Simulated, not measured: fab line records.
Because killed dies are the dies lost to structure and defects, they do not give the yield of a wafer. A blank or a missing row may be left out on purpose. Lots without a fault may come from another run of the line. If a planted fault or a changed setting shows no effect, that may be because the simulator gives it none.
fab line records	flow n5-finfet
[record] lots = 6	wafers = 17	last-day = 17
route steps=1938 shown DUMMY_REMOVAL@378 HKMG_FIN@385 BEOL_M4@1111 PASSIVATION@1936
lots that met no fault: from a run of the same line without faults
start-h: the number of hours between the record's first day and the start of the first shown wafer of the lot	wait-h: hours from the lot's prior step to this one	" as in the row above	L1.1+2: a single row standing in for several wafers	- value missing, or start not given	* or withheld: withheld	< > ~ a bound
route shown NAME@n: a module of which the file shows steps, and the number in the route of the first	usual: mean/standard deviation taken from wafers without a fault	same: alike in all rows	chamber/n: place in a boat	sites: the reading at each site	_std_site: their standard deviation	_edge_site: mean of outer sites minus mean of inner sites	radius-mm: how far each site lies from the wafer's centre	mask NAME#n: copy n	behind: the last tool/chamber to shape the wafer	hold: why the lot went on hold/how many hours it stayed there/how the hold came to an end	device: which transistor (n, p or np) failed to switch	end of line: the tests these same wafers got at the end of their route	for a step that has no rows: nothing shown but its recipe	killed: dies that structure and defects cost at the first sort, which is not the same as the wafer's yield	map: a wafer's dies, x killed, . not, _ none there
set.NAME: the run value of the setting; set.NAME@STEP: its run value at that earlier step	model.NAME: the simulator's own value behind a step, which no gauge read
lots at selected steps of the route; one table per step, one row per wafer
services: a tool's chamber out of use, with start hour (start-h, from the record's first day; less than 0 if before it), hours out, and reason
[[steps]]
[step N5_DUMMY_REMOVAL_STRIP_10]
[recipe] chemistry = N2/H2	time-s = 40	power-w = 100	temp-c = 40	pressure-mtorr = 100	rf-frequency-hz = 6e+07	bias-power-w = 3	n2-flow-sccm = 300	h2-flow-sccm = 300
[usual] drypump-motor-current-A = 6.1/0.42	n2-flow-sccm = 300.0/0.92	oes-product-au = 0.77/0.093	rf-vpp-V = 45.4/0.86	showerhead-plenum-p-Torr = 3.37/0.081	throttle-valve-pct = 12.23/0.23
lot.wafer	tool	chamber	start-h	wait-h	drypump-motor-current-A	n2-flow-sccm	oes-product-au	rf-hours-counter-h	rf-vpp-V	showerhead-plenum-p-Torr	throttle-valve-pct
L856.1	rie-diel-03	0	70.54	0.0	5.2	300.2	0.84	76	44.6	3.40	11.97
L856.2	"	2	"	"	6.6	300.5	0.74	182	44.6	3.35	12.32
L856.5	"	3	"	"	6.4	301.6	0.73	-	46.4	3.48	12.27
L857.3	rie-diel-01	0	77.64	0.0	6.2	300.4	0.71	230	46.1	3.42	12.28
L857.5	"	2	"	"	6.1	299.4	0.74	-	45.5	3.50	12.32
L857.6	"	0	"	"	6.2	300.4	0.71	-	45.3	3.42	12.26
L866.1	rie-diel-01	0	131.15	0.0	6.2	300.2	0.69	245	45.3	3.42	12.33
L866.3	"	2	"	"	6.0	300.8	0.73	147	45.4	3.50	12.37
L866.5	"	0	"	"	6.2	300.6	0.70	-	45.9	3.42	12.32
L868.1	rie-diel-03	0	143.74	0.0	5.3	301.1	0.81	98	45.5	3.39	12.05
L868.3	"	3	"	"	6.5	300.2	0.71	198	44.9	3.47	12.34
L868.4	"	0	"	"	5.3	300.5	0.80	-	43.9	3.39	12.04
L873.3	rie-diel-03	1	171.93	0.0	5.8	298.9	0.99	4	44.2	3.32	11.78
L873.5	"	1	"	"	5.9	299.8	0.99	-	44.9	3.32	11.77
L873.6	"	2	"	"	6.6	298.9	0.71	-	44.0	3.34	12.41
L877.1	rie-diel-02	3	193.24	0.0	5.8	298.5	0.75	184	44.4	3.23	12.20
L877.5	"	0	"	"	6.7	299.3	0.87	-	46.4	3.43	11.71
[step N5_DUMMY_REMOVAL_PRECLEAN_07]
[recipe] chemistry = dHF	time-s = 30	temp-c = 25	dilution = withheld
[step N5_DUMMY_REMOVAL_DUMMY_REMOVE_02]
[recipe] chemistry = TMAH	temp-c = 70	target = poly-Si	stop-on = SiO2	target-depth-nm = 142	conc-wt-pct = 5	time-s = 57	dry = ipa-marangoni	rinse-time-s = 30	rinse-temp-c = 23
[step N5_DUMMY_REMOVAL_INSPECT_06]
[recipe] inspect-instrument = brightfield	mode = aei
[usual] raw-defect-count = 12/5.9
lot.wafer	tool	chamber	start-h	wait-h	raw-defect-count
L856.1	defect-inspect-02	-	70.70	0.0	17
L856.2	"	-	"	"	18
L856.5	"	-	"	"	20
L857.3	defect-inspect-01	-	77.80	0.0	21
L857.5	"	-	"	"	6
L857.6	"	-	"	"	14
L866.1	defect-inspect-01	-	131.32	0.0	5
L866.3	"	-	"	"	11
L866.5	"	-	"	"	23
L868.1	defect-inspect-01	-	143.91	0.0	6
L868.3	"	-	"	"	15
L868.4	"	-	"	"	4
L873.3	defect-inspect-01	-	172.09	0.0	11
L873.5	"	-	"	"	7
L873.6	"	-	"	"	10
L877.1	defect-inspect-02	-	193.41	0.0	10
L877.5	"	-	"	"	7
[step N5_DUMMY_REMOVAL_PRECLEAN_08]
[recipe] chemistry = NF3:NH3	afs-cycles = 2	temp-c = 30	time-s = 20	sublimation-temp-c = 180	sublimation-time-s = 60	pressure-torr = 3	rf-power-w = 30
[step N5_DUMMY_REMOVAL_PRECLEAN_04]
[recipe] chemistry = DHF	time-s = 37	temp-c = 25	dilution = 500:1
[step N5_DUMMY_REMOVAL_SRD_05]
[recipe] dry = ipa-marangoni	do-ppb = 5	time-s = 30	temp-c = 23	rinse-liquid = diw
[step N5_HKMG_FIN_IL_REGROW_00]
[recipe] material = SiO2	target-thk-a = 7.5	chemistry = O3	temp-c = withheld	time-s = 30
[step N5_HKMG_FIN_HK_ALD_01]
[recipe] material = HfO2	target-thk-a = 16	temp-c = withheld	ald-precursor-family = HfCl4	ald-co-reactant = H2O	pulse-time-s = 3	purge-time-s = 3	co-reactant-purge-time-s = 2.5	co-reactant-pulse-time-s = 0.3	ald-cycles = 30
[usual] precursor-pulse-height-rel = 1.004/0.017
lot.wafer	tool	chamber	start-h	wait-h	precursor-pulse-height-rel
L856.1	ald-hk-03	1	71.06	0.0	0.991
L856.2	"	2	"	"	0.989
L856.5	"	0	"	"	1.006
L857.3	ald-hk-03	3	78.16	0.0	0.992
L857.5	"	3	"	"	0.999
L857.6	"	0	"	"	1.010
L866.1	ald-hk-03	3	131.68	0.0	1.015
L866.3	"	0	"	"	1.031
L866.5	"	0	"	"	0.977
L868.1	ald-hk-03	0	144.37	0.0	0.993
L868.3	"	2	"	"	1.020
L868.4	"	3	"	"	1.033
L873.3	ald-hk-01	0	172.46	0.0	0.991
L873.5	"	2	"	"	0.991
L873.6	"	1	"	"	0.998
L877.1	ald-hk-01	1	193.76	0.0	1.014
L877.5	"	2	"	"	1.001
[step N5_HKMG_FIN_HK_ANNEAL_02]
[recipe] temp-c = 700	time-s = 30	ambient = N2	idle-temp-c = 600	ramp-up-c-per-s = 150	ramp-down-c-per-s = 60	cool-to-c = 600
[usual] lamp-power-pct = 8.80/0.049	lamp_zone_3_pct = 8.797/0.011	lamp_zone_5_pct = 8.797/0.01	lamp_zone_7_pct = 9.194/0.011	wafer_temp_C_max = 702.9/0.73
lot.wafer	tool	chamber	start-h	wait-h	lamp-power-pct	lamp_zone_3_pct	lamp_zone_5_pct	lamp_zone_7_pct	wafer_temp_C_max
L856.1	rtp-anneal-02	0	71.24	0.1	8.74	8.795	8.799	9.209	702.8
L856.2	"	0	"	"	8.83	8.803	8.788	9.192	702.2
L856.5	"	0	"	"	8.89	8.797	8.809	9.165	703.5
L857.3	rtp-anneal-02	0	78.40	0.2	8.76	8.816	8.824	9.201	702.9
L857.5	"	0	"	"	8.67	8.791	8.782	9.200	702.7
L857.6	"	0	"	"	8.88	8.807	8.798	9.194	702.1
L866.1	rtp-anneal-02	0	131.87	0.1	8.82	8.783	8.779	9.203	702.1
L866.3	"	0	"	"	8.88	8.800	8.791	9.187	703.3
L866.5	"	0	"	"	8.77	8.802	8.803	9.185	703.4
L868.1	rtp-anneal-01	0	144.56	0.1	8.82	8.786	8.805	9.213	702.6
L868.3	"	0	"	"	8.81	8.790	8.807	9.195	703.1
L868.4	"	0	"	"	8.81	8.800	8.784	9.187	702.9
L873.3	rtp-anneal-01	0	172.70	0.2	8.76	8.797	8.797	9.193	702.1
L873.5	"	0	"	"	8.85	8.811	8.794	9.193	703.9
L873.6	"	0	"	"	8.83	8.793	8.807	9.210	702.7
L877.1	rtp-anneal-02	0	193.95	0.1	8.85	8.781	8.797	9.179	702.7
L877.5	"	0	"	"	8.82	8.787	8.802	9.191	703.2
[step N5_HKMG_FIN_ALD_74]
[recipe] material = La2O3	target-thk-a = 5	temp-c = 250	ald-precursor-family = La-Cp	ald-co-reactant = O3	pulse-time-s = 6	co-reactant-pulse-time-s = 1	purge-time-s = 3	co-reactant-purge-time-s = 3
[usual] heater-power-w = 347/44	precursor-pulse-height-rel = 1.001/0.019
lot.wafer	tool	chamber	start-h	wait-h	heater-power-w	precursor-pulse-height-rel
L856.1	ald-hk-01	0	71.46	0.2	291	1.017
L856.2	"	2	"	"	285	1.011
L856.5	"	1	"	"	339	0.976
L857.3	ald-hk-01	2	78.56	0.1	276	0.984
L857.5	"	2	"	"	291	1.008
L857.6	"	1	"	"	327	1.005
L866.1	ald-hk-01	2	132.08	0.2	279	1.059
L866.3	"	0	"	"	303	1.025
L866.5	"	1	"	"	338	0.979
L868.1	ald-hk-01	1	144.77	0.2	338	0.968
L868.3	"	0	"	"	302	0.986
L868.4	"	3	"	"	383	1.033
L873.3	ald-hk-03	1	172.86	0.1	349	0.983
L873.5	"	2	"	"	368	0.982
L873.6	"	3	"	"	362	1.013
L877.1	ald-hk-03	0	194.16	0.2	432	1.014
L877.5	"	1	"	"	343	0.969
[step N5_HKMG_FIN_ALD_75]
[recipe] material = Al2O3	target-thk-a = 10	temp-c = 150	ald-precursor-family = TMA	ald-co-reactant = H2O	pulse-time-s = withheld	co-reactant-pulse-time-s = 1
[usual] heater-power-w = 150/19	precursor-pulse-height-rel = 0.998/0.02
lot.wafer	tool	chamber	start-h	wait-h	heater-power-w	precursor-pulse-height-rel
L856.1	ald-hk-01	0	71.53	0.0	127	1.003
L856.2	"	2	"	"	119	1.005
L856.5	"	1	"	"	145	0.997
L857.3	ald-hk-01	2	78.64	0.0	120	0.976
L857.5	"	2	"	"	120	0.995
L857.6	"	1	"	"	148	1.006
L866.1	ald-hk-01	2	132.16	0.0	120	1.002
L866.3	"	0	"	"	128	0.995
L866.5	"	1	"	"	144	0.984
L868.1	ald-hk-01	1	144.85	0.0	145	1.036
L868.3	"	0	"	"	127	1.009
L868.4	"	3	"	"	166	0.992
L873.3	ald-hk-03	1	172.94	0.0	149	1.020
L873.5	"	2	"	"	161	1.002
L873.6	"	3	"	"	153	0.984
L877.1	ald-hk-03	0	194.24	0.0	184	0.985
L877.5	"	1	"	"	151	1.008
[step N5_HKMG_FIN_COAT_41]
[recipe] resist = SOC	temp-c = 250	time-s = 60	spin-rpm = 1500	resist-thk-nm = 300
[usual] heater-power-total-W = 500.6/1.7	plate-temp-C = 249.99/0.18
lot.wafer	tool	chamber	start-h	wait-h	heater-power-total-W	plate-temp-C
L856.1	litho-track-03	0	71.63	-	497.9	249.93
L856.2	"	0	"	"	499.7	249.88
L856.5	"	0	"	"	502.2	249.77
L857.3	litho-track-05	0	78.74	-	502.3	249.98
L857.5	"	0	"	"	498.3	249.97
L857.6	"	0	"	"	498.3	250.11
L866.1	litho-track-05	0	132.26	-	488.5	244.55
L866.3	"	0	"	"	485.5	244.67
L866.5	"	0	"	"	486.9	244.70
L868.1	litho-track-05	0	144.95	-	488.5	244.87
L868.3	"	0	"	"	486.2	244.88
L868.4	"	0	"	"	486.4	244.91
L873.3	litho-track-03	0	173.03	-	501.7	250.05
L873.5	"	0	"	"	502.0	250.18
L873.6	"	0	"	"	501.9	250.13
L877.1	litho-track-03	0	194.34	-	501.7	249.81
L877.5	"	0	"	"	497.5	249.78
[step N5_HKMG_FIN_COAT_42]
[recipe] resist = SiARC	temp-c = 220	time-s = 60	spin-rpm = 1500	resist-thk-nm = 35
[step N5_BEOL_M4_RC_MEAS_101]
[usual] DIBL_N = 36.1/2	DIBL_P = 36.3/2.5	IOFF_N = 0.16/0.037	IOFF_P = 0.21/0.039	ION_N = 678/15	ION_P = 465/8.7	SS_N = 71.4/0.7	SS_P = 73.3/0.74	VT_N = 249/3.6	VT_P = -250.0/2.9
lot.wafer	tool	chamber	start-h	wait-h	DIBL_N[mV/V]	DIBL_P[mV/V]	IOFF_N[nA/um]	IOFF_P[nA/um]	ION_N[uA/um]	ION_P[uA/um]	SS_N[mV/dec]	SS_P[mV/dec]	VT_N[mV]	VT_P[mV]
L856.1	prober-01	0	161.69	0.0	31.8	31.0	0.10	0.17	634	453	70.5	72.0	260	-250.3
L856.2	"	0	"	"	34.2	35.5	0.14	0.24	680	479	70.6	72.9	250	-245.0
L856.5	"	0	"	"	35.8	36.3	0.16	0.25	672	478	72.1	72.9	249	-243.9
L857.3	prober-02	0	178.72	0.3	34.2	34.8	0.14	0.21	675	462	71.8	73.2	250	-247.8
L857.5	"	0	"	"	34.0	34.7	0.15	0.22	693	477	71.0	73.3	248	-248.4
L857.6	"	0	"	"	36.2	36.9	0.18	0.24	671	460	71.8	73.6	246	-248.3
L866.1	prober-02	0	238.76	0.0	38.3	37.1	0.21	0.25	692	466	72.3	74.3	245	-248.0
L866.3	"	0	"	"	36.3	35.6	0.16	0.21	692	472	72.3	73.4	250	-250.9
L866.5	"	0	"	"	38.0	38.4	0.20	0.27	717	484	72.4	74.0	246	-247.1
L868.1	prober-02	0	256.28	0.0	35.6	35.2	0.17	0.19	685	467	71.0	72.9	248	-252.2
L868.3	"	0	"	"	33.7	33.8	0.13	0.18	677	465	70.9	72.3	252	-252.4
L868.4	"	0	"	"	34.7	34.0	0.14	0.19	658	453	71.0	72.8	250	-252.1
L873.3	prober-02	0	299.46	0.3	32.7	32.9	0.11	0.16	668	463	70.4	72.5	256	-250.3
L873.5	"	0	"	"	33.5	33.2	0.12	0.16	664	460	70.7	72.6	254	-253.1
L873.6	"	0	"	"	38.5	41.1	0.21	0.30	676	469	71.9	74.7	247	-245.6
L877.1	prober-02	0	306.06	0.0	36.8	38.6	0.19	0.22	713	477	71.3	74.0	245	-247.3
L877.5	"	0	"	"	36.4	38.1	0.18	0.21	700	469	70.8	73.5	247	-251.2
[step N5_PASSIVATION_PROBE_49]
[usual] defect-limited-yield = 91.1/1.3	killed_at_M0_to_M3 = 32/9.7	killed_at_M4_up = 16/6	killed-at-contacts = 12/5.9	killed-at-front-end = 41/11	killed-at-other = 4/3.1	killed-dies = 104/16	killed-open = 68/12	killed-short = 34/7.4	sort_bin_5_function = 5.1/0.85	sort_bin_6_memory = 3.3/0.66	sort_bin_8_speed = 0.1/0.53	sort-n-pass = 1075/16	sort-yield-pct = 91.1/1.4
[same] gross-dies = 1180	killed-at-back-side = 0	sort_bin_4_leakage[%] = 0
lot.wafer	tool	chamber	start-h	wait-h	defect-limited-yield[%]	killed_at_M0_to_M3	killed_at_M4_up	killed-at-contacts	killed-at-front-end	killed-at-other	killed-dies	killed-open	killed-short	sort_bin_5_function[%]	sort_bin_6_memory[%]	sort_bin_8_speed[%]	sort-n-pass	sort-yield-pct[%]
L866.1	prober-02	-	346.92	0.0	91.1	28	14	13	42	8	105	67	34	5.7	2.9	0	1075	91.1
L866.3	prober-02	-	347.02	0.1	93.5	23	13	9	27	5	77	47	26	3.6	2.8	0	1103	93.5
L866.5	prober-02	-	347.12	0.2	91.5	29	10	16	42	3	100	67	25	4.1	3.6	0	1080	91.5
// killed by level:class
L866.1 MOL_CONTACT_COAG:geometric-particle:open=11 FIN_SAQP:geometric-particle:short=10 STI_FIN_REVEAL:geometric-particle:open=6 DUMMY_GATE:geometric-particle:open=6 BEOL_M0_SAQP:geometric-particle:short=6 BEOL_M1:geometric-particle:open=6 BEOL_M2:geometric-particle:open=6 BEOL_M4:geometric-particle:open=6
L866.3 BEOL_M1:geometric-particle:open=7 FIN_SAQP:geometric-particle:open=6 MOL_CONTACT_COAG:geometric-particle:open=6 BEOL_M0_SAQP:geometric-particle:open=4 BEOL_M2:geometric-particle:open=4 BEOL_M3:geometric-particle:open=3 STI_FIN_REVEAL:geometric-particle:open=3 STI_FIN_REVEAL:geometric-particle:short=3
L866.5 MOL_CONTACT_COAG:geometric-particle:open=14 BEOL_M2:geometric-particle:open=8 FIN_SAQP:geometric-particle:open=7 STI_FIN_REVEAL:geometric-particle:open=6 BEOL_M1:geometric-particle:open=6 HKMG_FIN:area-etch=6 SPACER0:geometric-particle:open=5 GATE_CUT:geometric-particle:short=5
[[services]]
tool	chamber	start-h	hours	kind
rie-diel-02	-	53.57	1.2	repair
rie-diel-01	1	55.31	-	clean
rie-diel-01	1	55.31	-	consumable-replace:focus-ring
rie-diel-01	1	55.31	27.1	scheduled-down
rie-diel-01	1	55.31	27.1	vent-cycle
rie-diel-02	2	114.71	9.7	repair
ald-hk-03	-	119.00	8.7	pm
ald-hk-01	-	121.87	2.3	repair
rie-diel-03	1	142.19	-	clean
rie-diel-03	1	142.19	-	consumable-replace:focus-ring
rie-diel-03	1	142.19	18.4	scheduled-down
rie-diel-03	1	142.19	18.4	vent-cycle
rie-diel-01	0	143.73	-	clean
rie-diel-01	0	143.73	-	consumable-replace:focus-ring
rie-diel-01	0	143.73	12.9	scheduled-down
rie-diel-01	0	143.73	12.9	vent-cycle
rtp-anneal-01	-	151.01	1.8	pm
rie-diel-02	3	159.82	13.2	repair
rie-diel-01	-	185.38	2.8	pm
[[key]]
[first-sign] step = N5_HKMG_FIN_COAT_41	reading = plate-temp-C	direction = down	sigmas = 28	usual = *	struck = *
[effect] step = N5_HKMG_FIN_COAT_41	reading = heater-power-total-W	direction = down	sigmas = 7.8	usual = *	struck = *
met-at N5_HKMG_FIN_COAT_41
struck-wafers L866.1,L866.3,L866.5,L868.1,L868.3,L868.4
[baseline-loss] step = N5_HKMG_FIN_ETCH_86	wafers = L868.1
onset-between 78.74 132.26
[fault] kind = process-parameter-drift	tool = litho-track-05	chamber = -	onset-h = 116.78	steps = N5_HKMG_FIN_COAT_41	channel = temp-c	offset = *	shape = step	end-h = 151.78	acts-in = *	stated = *
// baseline-loss: these wafers lose ten dies or more at that step, a loss of the line's own and not of a fault; the sort's usual values leave them out
